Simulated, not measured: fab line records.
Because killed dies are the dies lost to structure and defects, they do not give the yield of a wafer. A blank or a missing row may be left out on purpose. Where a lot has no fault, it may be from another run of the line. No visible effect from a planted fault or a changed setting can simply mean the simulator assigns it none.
fab line records	flow n5_finfet
record: lots: 10	wafers: 27	last_day: 17
route steps=1938 shown HKMG_FIN@398 BEOL_M4@1111 PASSIVATION@1936
lots that met no fault: taken from a fault-free run of the same line
start_h: hours from the record's first day to the start of the lot's first wafer shown	wait_h: hours elapsed since this lot's preceding step	" unchanged from the row above	L1.1+2: a row that stands for several wafers	- no value present, or no start provided	* or withheld: withheld	< > ~ a bound
route shown NAME@n: a module of which the file shows steps, and the number in the route of the first	usual: mean/standard deviation of fault-free wafers	same: alike in all rows	chamber/n: place in a boat	sites: the reading at each site	_std_site: how widely they spread, as a standard deviation	_edge_site: outer sites' mean less inner sites'	radius_mm: how far each site lies from the wafer's centre	mask NAME#n: copy n	behind: the most recent tool/chamber to have shaped the wafer	hold: what put the lot on hold/how long, in hours/how the hold closed	device: the n, p or np transistor that did not switch	end of line: the route-end tests of the same wafers	a step given without rows: its recipe and nothing more	killed: dies lost to structure and defects at the first sort, not the wafer's yield	map: dies across one wafer; x = killed, . = not, _ = none there
set.NAME: the run value of the setting; set.NAME@STEP: its run value at that earlier step	model.NAME: the simulator's own value behind a step, which no gauge read
route steps across a sampled set of lots; one table per step, one row per wafer
services: the hour from which a tool's chamber was out of use, counted from the record's first day as start_h (under 0 if before that day), plus the number of hours and why
== steps ==
step: N5_HKMG_FIN_CD_MEAS_49
recipe: target_cd_nm: 202	landing_energy_ev: 500	detector: se_inlens	polarity: opening
usual: cd_nm: 202.6/0.82
lot.wafer	tool	chamber	start_h	wait_h	cd_nm
L796.1	cd_sem-01	0	83.98	-	202.5
L796.2	"	0	"	"	202.7
L796.5	"	0	"	"	201.9
L798.1	cd_sem-02	0	96.56	-	201.9
L798.5	"	0	"	"	201.7
L800.2	cd_sem-03	0	107.98	-	202.4
L800.3	"	0	"	"	203.4
L800.4	"	0	"	"	202.9
L802.1	cd_sem-01	0	123.79	-	201.9
L802.4	"	0	"	"	202.7
L802.6	"	0	"	"	202.5
L803.4	cd_sem-03	0	124.54	-	203.3
L803.5	"	0	"	"	202.4
L803.6	"	0	"	"	201.1
L804.4	cd_sem-01	0	130.62	-	201.3
L804.5	"	0	"	"	202.3
L804.6	"	0	"	"	201.7
L806.3	cd_sem-03	0	145.68	-	203.5
L806.6	"	0	"	"	202.3
L814.2	cd_sem-03	0	192.09	-	202.0
L814.4	"	0	"	"	202.1
L814.5	"	0	"	"	202.7
L815.2	cd_sem-03	0	196.11	-	201.2
L815.3	"	0	"	"	203.4
L815.4	"	0	"	"	202.9
L816.2	cd_sem-03	0	203.34	-	203.5
L816.3	"	0	"	"	203.5
step: N5_HKMG_FIN_INSPECT_61
recipe: mode: adi	inspect_instrument: macro
usual: raw_defect_count: 2.0/1.3
lot.wafer	tool	chamber	start_h	wait_h	raw_defect_count
L796.1	defect_inspect-02	-	84.03	0.0	2
L796.2	"	-	"	"	0
L796.5	"	-	"	"	3
L798.1	defect_inspect-02	-	96.62	0.0	2
L798.5	"	-	"	"	1
L800.2	defect_inspect-02	-	108.04	0.0	3
L800.3	"	-	"	"	2
L800.4	"	-	"	"	1
L802.1	defect_inspect-01	-	123.85	0.0	0
L802.4	"	-	"	"	1
L802.6	"	-	"	"	2
L803.4	defect_inspect-02	-	124.60	0.0	0
L803.5	"	-	"	"	2
L803.6	"	-	"	"	1
L804.4	defect_inspect-02	-	130.67	0.0	0
L804.5	"	-	"	"	3
L804.6	"	-	"	"	4
L806.3	defect_inspect-02	-	145.73	0.0	4
L806.6	"	-	"	"	0
L814.2	defect_inspect-02	-	192.14	0.0	4
L814.4	"	-	"	"	0
L814.5	"	-	"	"	3
L815.2	defect_inspect-01	-	196.17	0.0	1
L815.3	"	-	"	"	3
L815.4	"	-	"	"	2
L816.2	defect_inspect-01	-	203.40	0.0	0
L816.3	"	-	"	"	0
step: N5_HKMG_FIN_CVD_62
recipe: material: a-Si	target_thk_a: 30	temp_c: 500	precursor: Si2H6	pressure_torr: 1	time_s: 20.8
usual: heater_power_w: 1457/110
lot.wafer	tool	chamber	start_h	wait_h	heater_power_w
L796.1	thermal_cvd_si-02	0	85.79	0.2	1460
L796.2	"	2	"	"	1582
L796.5	"	1	"	"	1449
L798.1	thermal_cvd_si-02	2	98.40	0.2	1629
L798.5	"	2	"	"	1634
L800.2	thermal_cvd_si-02	2	110.02	0.2	1608
L800.3	"	0	"	"	1452
L800.4	"	0	"	"	1463
L802.1	thermal_cvd_si-02	0	126.02	0.2	1455
L802.4	"	0	"	"	1436
L802.6	"	1	"	"	1444
L803.4	thermal_cvd_si-01	2	126.49	0.2	1303
L803.5	"	0	"	"	1529
L803.6	"	1	"	"	1364
L804.4	thermal_cvd_si-02	1	132.48	0.2	1452
L804.5	"	2	"	"	1634
L804.6	"	0	"	"	1467
L806.3	thermal_cvd_si-02	0	147.64	0.2	1480
L806.6	"	0	"	"	1476
L814.2	thermal_cvd_si-02	1	193.90	0.2	1442
L814.4	"	1	"	"	1457
L814.5	"	2	"	"	1597
L815.2	thermal_cvd_si-01	0	197.97	0.2	1507
L815.3	"	1	"	"	1396
L815.4	"	2	"	"	1306
L816.2	thermal_cvd_si-02	0	205.27	0.2	1493
L816.3	"	1	"	"	1466
step: N5_HKMG_FIN_PWFM_ALD_03
recipe: material: TiN	target_thk_a: 20	temp_c: 400	ald_precursor_family: TiCl4	ald_co_reactant: NH3	pulse_time_s: 1	purge_time_s: 3	co_reactant_purge_time_s: 2	co_reactant_pulse_time_s: 2	ald_cycles: 91	pressure_torr: 3
usual: ald_cycles: 91/0	heater_power_w: 914/90	precursor_pulse_height_rel: 0.998/0.019
same: purge_time_s: 3
lot.wafer	tool	chamber	start_h	wait_h	ald_cycles	heater_power_w	precursor_pulse_height_rel
L796.1	ald_metal-04	0	86.71	0.0	91	836	1.006
L796.2	"	3	"	"	91	808	0.969
L796.5	"	0	"	"	91	840	1.011
L798.1	ald_metal-04	3	99.17	0.0	91	853	1.010
L798.5	"	3	"	"	91	815	1.024
L800.2	ald_metal-02	3	110.74	0.0	91	942	1.009
L800.3	"	2	"	"	91	988	0.989
L800.4	"	0	"	"	91	933	0.989
L802.1	ald_metal-02	0	126.74	0.0	91	949	0.995
L802.4	"	1	"	"	91	834	1.014
L802.6	"	3	"	"	173	928	1.002
L803.4	ald_metal-01	2	127.23	0.0	91	874	0.944
L803.5	"	1	"	"	91	846	1.021
L803.6	"	2	"	"	91	896	0.992
L804.4	ald_metal-02	3	133.15	0.0	91	947	0.985
L804.5	"	0	"	"	91	947	0.979
L804.6	"	3	"	"	173	943	0.971
L806.3	ald_metal-02	3	148.58	0.0	173	889	0.983
L806.6	"	0	"	"	173	930	1.010
L814.2	ald_metal-04	2	194.61	0.0	91	854	1.016
L814.4	"	0	"	"	91	842	1.020
L814.5	"	0	"	"	91	848	0.985
L815.2	ald_metal-04	2	198.69	0.0	91	862	1.008
L815.3	"	1	"	"	91	1122	1.005
L815.4	"	0	"	"	91	851	0.979
L816.2	ald_metal-02	0	206.02	0.0	91	949	0.985
L816.3	"	2	"	"	91	1003	1.018
step: N5_BEOL_M4_RC_MEAS_101
usual: DIBL_N: 35.0/2.4	DIBL_P: 35.4/2.8	IOFF_N: 0.14/0.045	IOFF_N_85C: 2.9/0.73	IOFF_N_LIN: 0.068/0.017	IOFF_N_LONG: 5.45e-05/2.6e-06	IOFF_P: 0.20/0.048	IOFF_P_85C: 3.5/0.69	IOFF_P_LIN: 0.096/0.017	IOFF_P_LONG: 0.000104/7.3e-06	ION_N: 667/19	ION_P: 460/11	SS_N: 71.2/0.71	SS_P: 73.1/0.86	VT_N: 252/4.6	VT_N_LONG: 275.2/2.1	VT_N_LVT: 101/4.6	VT_P: -251/3.4	VT_P_LONG: -275.6/2.3	VT_P_LVT: -100/3.5
lot.wafer	tool	chamber	start_h	wait_h	DIBL_N[mV/V]	DIBL_P[mV/V]	IOFF_N[nA/um]	IOFF_N_85C[nA/um]	IOFF_N_LIN[nA/um]	IOFF_N_LONG[nA/um]	IOFF_P[nA/um]	IOFF_P_85C[nA/um]	IOFF_P_LIN[nA/um]	IOFF_P_LONG[nA/um]	ION_N[uA/um]	ION_P[uA/um]	SS_N[mV/dec]	SS_P[mV/dec]	VT_N[mV]	VT_N_LONG[mV]	VT_N_LVT[mV]	VT_P[mV]	VT_P_LONG[mV]	VT_P_LVT[mV]
L796.1	prober-01	0	175.98	0.0	33.2	32.2	0.12	2.4	0.061	5.84e-05	0.18	3.3	0.095	0.000111	673	469	70.8	72.8	252	273.6	102	-250	-270.1	-99
L796.2	"	0	"	"	37.2	35.9	0.19	3.6	0.082	5.83e-05	0.24	4.1	0.115	0.000108	680	459	72.0	73.8	247	275.7	97	-247	-272.0	-97
L796.5	"	0	"	"	36.4	34.9	0.16	3.1	0.068	5.85e-05	0.21	3.8	0.106	0.000111	650	453	72.1	73.5	252	275.3	103	-248	-272.2	-97
L798.1	prober-01	0	185.52	0.0	39.1	41.1	0.22	4.2	0.099	5.39e-05	0.29	4.7	0.125	0.000104	697	481	73.0	74.9	247	275.5	94	-246	-274.7	-96
L798.5	"	0	"	"	42.2	45.0	0.32	5.8	0.137	5.56e-05	0.39	6.1	0.156	9.6e-05	706	481	72.5	75.2	239	272.2	88	-243	-274.9	-92
L800.2	prober-02	0	208.28	0.2	42.5	42.8	0.35	6.0	0.144	5.62e-05	0.39	6.1	0.155	0.000101	724	490	73.3	75.2	239	276.0	87	-242	-273.9	-91
L800.3	"	0	"	"	38.6	37.4	0.20	3.8	0.090	5.65e-05	0.24	4.1	0.112	0.000113	685	470	71.9	74.0	246	275.6	96	-247	-275.4	-97
L800.4	"	0	"	"	32.1	28.8	0.09	1.9	0.044	5.43e-05	0.13	2.4	0.070	0.0001	630	441	70.5	70.5	260	273.2	107	-256	-272.7	-106
L803.4	prober-02	0	212.77	0.5	33.0	34.0	0.11	2.3	0.053	5.14e-05	0.16	2.8	0.079	0.0001	653	447	71.5	72.6	256	275.3	106	-253	-277.6	-105
L803.5	"	0	"	"	36.3	37.1	0.16	3.1	0.072	5.3e-05	0.20	3.5	0.096	9.4e-05	671	453	72.5	73.0	251	276.4	101	-250	-278.0	-102
L803.6	"	0	"	"	32.5	33.9	0.10	2.1	0.050	5.14e-05	0.16	2.8	0.080	8.9e-05	642	447	70.7	72.7	259	277.2	107	-255	-280.4	-105
L802.1	prober-02	0	222.13	0.0	35.2	37.0	0.14	2.9	0.066	5.21e-05	0.21	3.7	0.100	9.8e-05	654	456	70.9	72.8	250	276.0	102	-251	-275.0	-100
L802.4	"	0	"	"	34.9	35.7	0.14	2.9	0.069	5.3e-05	0.19	3.5	0.094	0.000105	679	461	71.3	73.5	250	278.0	102	-250	-276.4	-102
L802.6	"	0	"	"	34.1	35.7	0.02	0.6	0.011	2.4e-05	1.55	19.9	0.751	0.000359	569	555	71.8	72.8	301	328.6	153	-193	-228.7	-43
L804.4	prober-02	0	227.12	0.5	34.3	34.2	0.13	2.6	0.065	5.63e-05	0.17	3.0	0.085	0.000109	663	458	71.1	72.9	251	274.5	99	-251	-276.0	-102
L804.5	"	0	"	"	30.9	31.0	0.09	1.9	0.047	5.63e-05	0.13	2.4	0.070	0.000112	653	452	69.9	71.7	259	271.7	106	-255	-272.3	-107
L804.6	"	0	"	"	33.7	33.4	0.02	0.5	0.009	2.41e-05	1.32	16.7	0.659	0.000363	540	534	70.4	72.2	307	323.1	155	-195	-228.7	-45
L806.3	prober-02	0	239.04	0.3	32.4	33.3	0.02	0.5	0.010	2.42e-05	1.41	18.4	0.736	0.000369	550	546	70.8	72.3	304	325.5	153	-194	-230.2	-42
L806.6	"	0	"	"	35.7	38.3	0.03	0.7	0.012	2.37e-05	1.94	24.0	0.898	0.000368	554	549	71.5	73.6	300	324.7	150	-191	-227.3	-38
L814.2	prober-01	0	282.32	0.2	31.2	31.0	0.07	1.6	0.039	5.23e-05	0.13	2.5	0.070	0.000102	635	448	70.2	72.3	263	277.6	113	-256	-277.5	-106
L814.4	"	0	"	"	35.9	34.0	0.13	2.5	0.053	5.28e-05	0.16	3.0	0.081	0.000105	634	435	71.8	72.8	257	277.4	109	-255	-277.4	-104
L814.5	"	0	"	"	32.0	33.4	0.08	1.8	0.043	5.06e-05	0.18	3.3	0.085	0.000104	628	445	71.0	72.4	260	278.0	110	-252	-276.3	-104
L815.2	prober-02	0	283.82	0.2	33.8	35.2	0.10	2.2	0.052	5.01e-05	0.16	2.9	0.082	9.8e-05	665	462	71.1	72.1	259	279.6	106	-256	-274.4	-104
L815.3	"	0	"	"	37.8	39.5	0.16	3.1	0.072	4.9e-05	0.23	3.9	0.104	9.6e-05	661	454	72.3	73.1	252	276.8	102	-250	-279.3	-99
L815.4	"	0	"	"	33.6	34.3	0.10	2.2	0.053	5.06e-05	0.16	2.9	0.081	0.000104	664	458	72.0	72.7	258	277.1	105	-255	-276.3	-104
L816.2	prober-02	0	302.41	0.2	33.1	36.2	0.12	2.5	0.061	5.51e-05	0.18	3.4	0.094	0.000112	654	457	71.3	72.9	253	277.1	101	-251	-273.6	-100
L816.3	"	0	"	"	36.3	39.3	0.19	3.6	0.088	5.58e-05	0.23	4.0	0.110	0.000102	702	479	72.0	74.1	243	275.5	95	-248	-276.6	-96
step: N5_PASSIVATION_PROBE_49
usual: defect_limited_yield: 91.7/1.4	killed_at_M0_to_M3: 32/9.7	killed_at_M4_up: 14/5.5	killed_at_contacts: 13/6.1	killed_at_front_end: 35/10	killed_at_other: 4.2/2.9	killed_dies: 98/17	killed_open: 63/12	killed_short: 32/7.7	sort_bin_4_leakage: 0.0/0.33	sort_bin_5_function: 4.8/0.9	sort_bin_6_memory: 3.1/0.63	sort_bin_8_speed: 1/3.3	sort_n_pass: 1073/41	sort_yield_pct: 91/3.5
same: gross_dies: 1180	killed_at_back_side: 0
lot.wafer	tool	chamber	start_h	wait_h	defect_limited_yield[%]	killed_at_M0_to_M3	killed_at_M4_up	killed_at_contacts	killed_at_front_end	killed_at_other	killed_dies	killed_open	killed_short	sort_bin_4_leakage[%]	sort_bin_5_function[%]	sort_bin_6_memory[%]	sort_bin_8_speed[%]	sort_n_pass	sort_yield_pct[%]
L804.4	prober-02	-	319.86	0.2	91.5	31	8	14	43	4	100	68	31	0	5.1	3.0	0	1080	92
L804.5	prober-02	-	319.91	0.2	90.0	42	9	15	49	3	118	76	38	0	5.4	4.0	0	1062	90
L804.6	prober-02	-	319.96	0.3	88.8	40	19	19	49	5	132	82	46	88.6	6.8	3.8	0	0	0
L803.4	prober-01	-	321.73	0.2	91.7	25	9	10	47	7	98	62	30	0	5.3	2.9	0	1082	92
L803.5	prober-01	-	321.78	0.2	92.7	32	8	10	33	3	86	58	28	0	4.3	2.5	0	1094	93
L803.6	prober-01	-	321.83	0.3	91.1	41	7	20	31	6	105	59	45	0	5.7	2.5	0	1074	91
L802.1	prober-02	-	324.11	0.0	92.0	25	17	16	36	0	94	66	23	0	5.2	2.6	0	1086	92
L802.4	prober-02	-	324.26	0.2	92.6	41	13	8	19	6	87	50	34	0	5.0	2.1	0	1093	93
L802.6	prober-02	-	324.36	0.3	93.5	34	13	10	17	3	77	48	24	93.5	3.4	3.1	0	0	0
L806.3	prober-02	-	346.98	0.1	93.7	20	16	7	29	2	74	47	24	93.7	4.0	2.0	0	0	0
L806.6	prober-02	-	347.13	0.3	92.5	34	11	15	29	0	89	54	34	92.5	3.9	3.1	0	0	0
L814.2	prober-01	-	389.29	0.1	93.0	31	11	18	22	1	83	51	32	0	3.7	3.1	2	1075	91
L814.4	prober-01	-	389.39	0.2	92.8	38	14	8	22	3	85	60	25	0	3.8	3.1	6	1025	87
L814.5	prober-01	-	389.44	0.2	92.0	28	13	17	34	2	94	57	37	0	4.8	2.9	21	844	72
L816.2	prober-01	-	414.82	0.1	93.1	32	5	15	24	5	81	56	23	0	4.2	2.4	0	1099	93
L816.3	prober-01	-	414.87	0.1	90.8	33	13	12	47	3	108	60	38	0	5.1	3.1	0	1072	91
killed by level:class
L804.4 STI_FIN_REVEAL:geometric_particle:open=15 MOL_CONTACT_COAG:geometric_particle:open=12 BEOL_M1:geometric_particle:open=8 FIN_SAQP:geometric_particle:open=7 BEOL_M2:geometric_particle:open=7 BEOL_M3:geometric_particle:open=5 FIN_SAQP:geometric_particle:short=4 GATE_CUT:geometric_particle:short=4
L804.5 MOL_CONTACT_COAG:geometric_particle:open=14 STI_FIN_REVEAL:geometric_particle:open=10 BEOL_M1:geometric_particle:open=10 BEOL_M2:geometric_particle:open=9 FIN_SAQP:geometric_particle:short=7 DUMMY_GATE:geometric_particle:open=6 BEOL_M4:geometric_particle:open=5 BEOL_M0_SAQP:geometric_particle:open=5
L804.6 MOL_CONTACT_COAG:geometric_particle:open=16 BEOL_M2:geometric_particle:open=12 FIN_SAQP:geometric_particle:open=11 BEOL_M0_SAQP:geometric_particle:short=8 STARTING-WAFER:geometric_particle:short=8 BEOL_M3:geometric_particle:open=7 STI_FIN_REVEAL:geometric_particle:short=5 STI_FIN_REVEAL:geometric_particle:open=5
L803.4 DUMMY_GATE:geometric_particle:open=9 FIN_SAQP:geometric_particle:short=8 MOL_CONTACT_COAG:geometric_particle:open=6 BEOL_M3:geometric_particle:open=6 FIN_SAQP:geometric_particle:open=5 FIN_CUT:area_etch=5 MOL_CONTACT_COAG:geometric_particle:short=4 BEOL_M0_SAQP:geometric_particle:open=4
L803.5 BEOL_M1:geometric_particle:open=14 MOL_CONTACT_COAG:geometric_particle:open=9 STI_FIN_REVEAL:geometric_particle:open=7 BEOL_M3:geometric_particle:open=7 BEOL_M1:geometric_particle:short=6 FIN_SAQP:geometric_particle:open=4 DUMMY_GATE:geometric_particle:short=4 DUMMY_GATE:geometric_particle:open=4
L803.6 MOL_CONTACT_COAG:geometric_particle:open=15 BEOL_M1:geometric_particle:open=14 BEOL_M1:geometric_particle:short=8 BEOL_M0_SAQP:geometric_particle:short=6 GATE_CUT:geometric_particle:short=5 MOL_CONTACT_COAG:geometric_particle:short=5 SPACER0:geometric_particle:short=4 BEOL_M2:geometric_particle:open=4
L802.1 MOL_CONTACT_COAG:geometric_particle:open=15 BEOL_M2:geometric_particle:open=9 STI_FIN_REVEAL:geometric_particle:open=9 FIN_SAQP:geometric_particle:open=6 BEOL_M0_SAQP:geometric_particle:open=6 BEOL_M4:geometric_particle:open=6 FIN_SAQP:geometric_particle:short=5 GATE_CUT:geometric_particle:short=5
L802.4 BEOL_M2:geometric_particle:open=11 BEOL_M0_SAQP:geometric_particle:open=7 BEOL_M0_SAQP:geometric_particle:short=7 MOL_CONTACT_COAG:geometric_particle:open=6 BEOL_M3:geometric_particle:open=6 BEOL_M4:geometric_particle:open=6 BEOL_M3:geometric_particle:short=5 GATE_CUT:geometric_particle:short=4
L802.6 MOL_CONTACT_COAG:geometric_particle:open=8 BEOL_M3:geometric_particle:open=7 BEOL_M1:geometric_particle:open=6 BEOL_M2:geometric_particle:open=6 BEOL_M0_SAQP:geometric_particle:open=5 BEOL_M0_SAQP:geometric_particle:short=5 STARTING-WAFER:geometric_particle:short=5 FIN_SAQP:geometric_particle:short=4
L806.3 STI_FIN_REVEAL:geometric_particle:open=13 MOL_CONTACT_COAG:geometric_particle:open=6 BEOL_M0_SAQP:geometric_particle:open=4 BEOL_M0_SAQP:geometric_particle:short=4 BEOL_M3:geometric_particle:open=4 BEOL_M4:geometric_particle:short=4 DUMMY_GATE:geometric_particle:open=3 GATE_CUT:geometric_particle:short=3
L806.6 MOL_CONTACT_COAG:geometric_particle:open=13 BEOL_M1:geometric_particle:open=8 DUMMY_GATE:geometric_particle:open=6 GATE_CUT:geometric_particle:short=6 BEOL_M0_SAQP:geometric_particle:open=5 BEOL_M0_SAQP:geometric_particle:short=5 BEOL_M1:geometric_particle:short=5 BEOL_M3:geometric_particle:open=5
L814.2 MOL_CONTACT_COAG:geometric_particle:open=15 BEOL_M0_SAQP:geometric_particle:open=9 BEOL_M0_SAQP:geometric_particle:short=7 FIN_SAQP:geometric_particle:short=6 BEOL_M4:geometric_particle:open=5 BEOL_M1:geometric_particle:open=5 GATE_CUT:geometric_particle:short=4 STARTING-WAFER:geometric_particle:open=4
L814.4 BEOL_M2:geometric_particle:open=12 BEOL_M1:geometric_particle:open=7 GATE_CUT:geometric_particle:short=6 MOL_CONTACT_COAG:geometric_particle:open=6 BEOL_M0_SAQP:geometric_particle:short=6 BEOL_M0_SAQP:geometric_particle:open=5 FIN_SAQP:geometric_particle:short=4 STI_FIN_REVEAL:geometric_particle:open=4
L814.5 MOL_CONTACT_COAG:geometric_particle:open=13 GATE_CUT:geometric_particle:short=8 BEOL_M0_SAQP:geometric_particle:short=8 GATE_CUT:geometric_particle:open=6 BEOL_M2:geometric_particle:open=6 BEOL_M0_SAQP:geometric_particle:open=5 STI_FIN_REVEAL:geometric_particle:open=4 MOL_CONTACT_COAG:geometric_particle:short=4
L816.2 MOL_CONTACT_COAG:geometric_particle:open=12 BEOL_M0_SAQP:geometric_particle:open=12 BEOL_M2:geometric_particle:open=6 STI_FIN_REVEAL:geometric_particle:open=5 GATE_CUT:geometric_particle:short=4 BEOL_M0_SAQP:geometric_particle:short=4 FIN_SAQP:geometric_particle:short=3 MOL_CONTACT_COAG:geometric_particle:short=3
L816.3 BEOL_M3:geometric_particle:open=9 FIN_SAQP:geometric_particle:short=8 MOL_CONTACT_COAG:geometric_particle:open=8 HKMG_FIN:area_etch=8 BEOL_M1:geometric_particle:open=7 FIN_SAQP:geometric_particle:open=6 GATE_CUT:geometric_particle:short=6 BEOL_M0_SAQP:geometric_particle:open=5
== services ==
tool	chamber	start_h	hours	kind
ald_metal-04	1	85.79	21.3	repair
ald_metal-04	-	105.89	2.8	pm
ald_metal-02	-	114.28	0.7	repair
thermal_cvd_si-01	-	137.79	0.5	repair
ald_metal-04	2	142.86	31.6	repair
thermal_cvd_si-02	1	153.92	7.3	repair
thermal_cvd_si-01	1	154.80	15.8	repair
thermal_cvd_si-02	0	157.43	7.6	repair
ald_metal-04	0	202.20	1.8	repair
ald_metal-01	0	203.04	15.3	repair
== key ==
first_sign: step: N5_HKMG_FIN_PWFM_ALD_03	reading: ald_cycles	direction: up	sigmas: 99+	usual: *	struck: *
effect: step: N5_BEOL_M4_RC_MEAS_101	reading: IOFF_P_LIN	direction: up	sigmas: 40	usual: 0.096	struck: 0.761
effect: step: N5_BEOL_M4_RC_MEAS_101	reading: IOFF_P_LONG	direction: up	sigmas: 36	usual: 0.000104	struck: 0.000365
effect: step: N5_BEOL_M4_RC_MEAS_101	reading: IOFF_P	direction: up	sigmas: 28	usual: 0.20	struck: 1.55
effect: step: N5_BEOL_M4_RC_MEAS_101	reading: VT_N_LONG	direction: up	sigmas: 24	usual: 275.2	struck: 325.5
effect: step: N5_BEOL_M4_RC_MEAS_101	reading: IOFF_P_85C	direction: up	sigmas: 24	usual: 3.5	struck: 19.8
effect: step: N5_BEOL_M4_RC_MEAS_101	reading: VT_P_LONG	direction: up	sigmas: 20	usual: -275.6	struck: -228.7
effect: step: N5_BEOL_M4_RC_MEAS_101	reading: VT_P	direction: up	sigmas: 17	usual: -251	struck: -193
effect: step: N5_BEOL_M4_RC_MEAS_101	reading: VT_P_LVT	direction: up	sigmas: 17	usual: -100	struck: -42
effect: step: N5_BEOL_M4_RC_MEAS_101	reading: IOFF_N_LONG	direction: down	sigmas: 12	usual: 5.45e-05	struck: 2.4e-05
effect: step: N5_BEOL_M4_RC_MEAS_101	reading: VT_N	direction: up	sigmas: 11	usual: 252	struck: 303
effect: step: N5_BEOL_M4_RC_MEAS_101	reading: VT_N_LVT	direction: up	sigmas: 11	usual: 101	struck: 153
effect: step: N5_BEOL_M4_RC_MEAS_101	reading: ION_P	direction: up	sigmas: 7.6	usual: 460	struck: 546
effect: step: N5_PASSIVATION_PROBE_49	reading: sort_bin_4_leakage	direction: up	sigmas: 99+	usual: 0.0	struck: 92.1
met_at N5_HKMG_FIN_PWFM_ALD_03
struck_lots L802,L804,L806
struck_wafers L802.6,L804.6,L806.3,L806.6
not_acting_at N5_HKMG_FIN_CD_MEAS_49,N5_HKMG_FIN_INSPECT_61,N5_HKMG_FIN_CVD_62
onset_between 110.74 126.74
fault: kind: process_parameter_drift	tool: ald_metal-02	chamber: -	onset_h: 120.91	steps: N5_HKMG_FIN_PWFM_ALD_03	channel: ald_cycles	offset: *	shape: step	end_h: 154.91	scope: struck_wafers_only	acts_in: *	stated: *
